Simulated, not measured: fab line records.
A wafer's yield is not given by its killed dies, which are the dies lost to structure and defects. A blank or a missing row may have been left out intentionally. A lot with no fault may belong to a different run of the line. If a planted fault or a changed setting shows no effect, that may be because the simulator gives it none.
Matching of chambers    flow nand_harc    NHARC_A_M0_PRE_CLEAN_31 on pecvd-02: 3 sister chambers
The step time 12 s. 6 wafers are shown with their chamber, then 10 later ones without.

WAFERS WITH THEIR CHAMBER
wafer   chamber  heater_power_w (W)
L081.5  2        587
L085.3  0        660
L085.4  0        672
L085.6  1        488
L087.1  1        552
L087.3  2        609

WAFERS WITH NO CHAMBER GIVEN
wafer   heater_power_w (W)
L087.4  554
L091.2  697
L091.3  487
L091.5  701
L096.4  685
L096.5  661
L096.6  489
L097.2  546
L097.3  637
L097.4  653

CHAMBER TAKEN BY EACH
wafer    from the rows above       in truth
L087.4   can't be placed: 1 or 2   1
L091.2   0                         0
L091.3   1                         1
L091.5   0                         0
L096.4   0                         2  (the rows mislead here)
L096.5   0                         0
L096.6   1                         1
L097.2   can't be placed: 1 or 2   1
L097.3   can't be placed: 0 or 2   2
L097.4   can't be placed: 0 or 2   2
Placed correctly: 5 of 10. Can't be placed from these rows: 4 (the true chamber is among the candidates in 4). Wrongly placed: 1.
How it was worked out, from the rows above alone: a wafer's distance from a chamber is the root of the sum, over the readings, of the square of ((its reading less the chamber's mean) divided by the reading's scatter). The wafer belongs to the nearest chamber; if the next one is less than 2 further off, it can't be placed. For every chamber, the mean is computed from those of its wafers that are shown. The scatter: take each reading less its chamber's mean, square it, sum over the shown wafers, divide by the number of wafers less the number of chambers, and take the root.
